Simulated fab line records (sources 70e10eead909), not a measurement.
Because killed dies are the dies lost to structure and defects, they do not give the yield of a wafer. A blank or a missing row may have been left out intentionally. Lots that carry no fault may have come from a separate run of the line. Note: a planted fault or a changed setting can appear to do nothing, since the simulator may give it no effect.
Code-filled problem report in 8D (eight disciplines) form	flow nand-harc	the parts of the form that need people (team, actions taken, sign-off) are left out

== 1. PROBLEM STATEMENT ==
Mean of tube-center-temp-C at NHARC_A_CHANNEL_FILL_D2_ANNEAL_22: 605.59 C across 6 wafers in 2 lots; on wafers with no fault it is 620.01 C (standard deviation 0.062). So: -99 or more standard deviations from the usual mean.
The step: time 7200 s.
Seen first at day 19 17:44 on furnace-08, wafer L145.3. Wafers with a number at this step in the record: 33, from 11 lots. Rule for "out" (also "out of limits"): further than 4 standard deviations from the usual mean. The rest of the wafers with a number are treated as sound.

== 2. WHAT IT IS, WHAT IT ISN'T ==
question	is	is not
which readings at this step	tube-center-temp-C, spike-tc-bottom-C, spike-tc-centre-C, spike-tc-lower-C, spike-tc-top-C, spike-tc-upper-C, tube_center_temp_C_max	-
which lots	L145, L146	L134, L136, L137, L138, L147, L149, L153, L154, L156
which wafers of those lots	all that have a number	-
read on which tools	furnace-08	furnace-05, furnace-07
when	from day 19 17:44	up to then (12 sound wafers); but 15 sound wafers of L147, L149, L153, L154, L156 came after

== 3. WHAT RULES OUT EACH SUSPECT ==
Counting: a tool at any process step up to the reading remains a suspect when it ran all the lots that are out and ran no sound lot after the first of those.
- rie-diel-03 at NHARC_A_CHANNEL_HOLE_D2_STRIP_28 (strips in O2): ruled out as a lasting fault. The sound lots L154, L156 went through it after L145, its earliest lot that is out (day 18 10:19). NHARC_A_CHANNEL_HOLE_D2_STRIP_28: start missing for some lots; hours and lot order therefore follow NHARC_A_CHANNEL_FILL_D2_ALD_02.
- ald-hk-03 at NHARC_A_CHANNEL_FILL_D2_ALD_02 (deposits SiO2, target thk 6 nm, pulse time 10 s, ald cycles 60): ruled out as a lasting fault. The sound lots L149, L153, L154, L156 went through it after L145, its earliest lot that is out (day 18 10:19).
- furnace-08 at NHARC_A_CHANNEL_FILL_D2_ANNEAL_22 (time 7200 s): kept. It ran every lot that is out, first L145 (day 19 17:44), and no sound lot after that; its last sound lot up to then is L138 (day 16 19:33). On those wafers its own readings are out: spike-tc-bottom-C, spike-tc-centre-C, spike-tc-lower-C, spike-tc-top-C, spike-tc-upper-C, tube-center-temp-C, tube_center_temp_C_max.
Remaining after the count: furnace-08 at NHARC_A_CHANNEL_FILL_D2_ANNEAL_22.

== 4. THE CAUSE (what the simulator had put in) ==
Process parameters drifting: furnace-08 at NHARC_A_CHANNEL_FILL_D2_ANNEAL_22, beginning at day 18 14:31. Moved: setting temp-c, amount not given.
After counting, this tool was the only one left.

== 5. THE EFFECT CHAIN, in route order ==
Each row: a reading whose mean over the struck wafers that have a number lies more than 3 standard deviations from the usual. Only readings for which the record gives a usual standard deviation are gone through. hours: the time from each lot's start at the first step in this table that gives one to its start at this step, as a median over the lots. sigmas: the change in usual standard deviations.
hours	step	reading	usual	on struck wafers	change	sigmas
0	NHARC_A_CHANNEL_FILL_D2_ANNEAL_22	spike-tc-bottom-C	641 C	625	-16	-5.1
0	NHARC_A_CHANNEL_FILL_D2_ANNEAL_22	spike-tc-centre-C	620.3 C	605.0	-15.3	-10
0	NHARC_A_CHANNEL_FILL_D2_ANNEAL_22	spike-tc-lower-C	621.1 C	606.5	-14.6	-15
0	NHARC_A_CHANNEL_FILL_D2_ANNEAL_22	spike-tc-top-C	638.6 C	624.1	-14.5	-6.3
0	NHARC_A_CHANNEL_FILL_D2_ANNEAL_22	spike-tc-upper-C	620.9 C	606.1	-14.8	-15
0	NHARC_A_CHANNEL_FILL_D2_ANNEAL_22	tube-center-temp-C	620.01 C	605.59	-14.42	-99 or more
0	NHARC_A_CHANNEL_FILL_D2_ANNEAL_22	tube_center_temp_C_max	621.61	607.16	-14.45	-53
Its process steps:
- NHARC_A_CHANNEL_FILL_D2_ANNEAL_22: time 7200 s.

== 6. HOW IT WOULD HAVE BEEN CAUGHT EARLIER ==
The fault began at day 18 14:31; the first out-of-limits reading in this record came at day 19 17:44, 27 hours later.
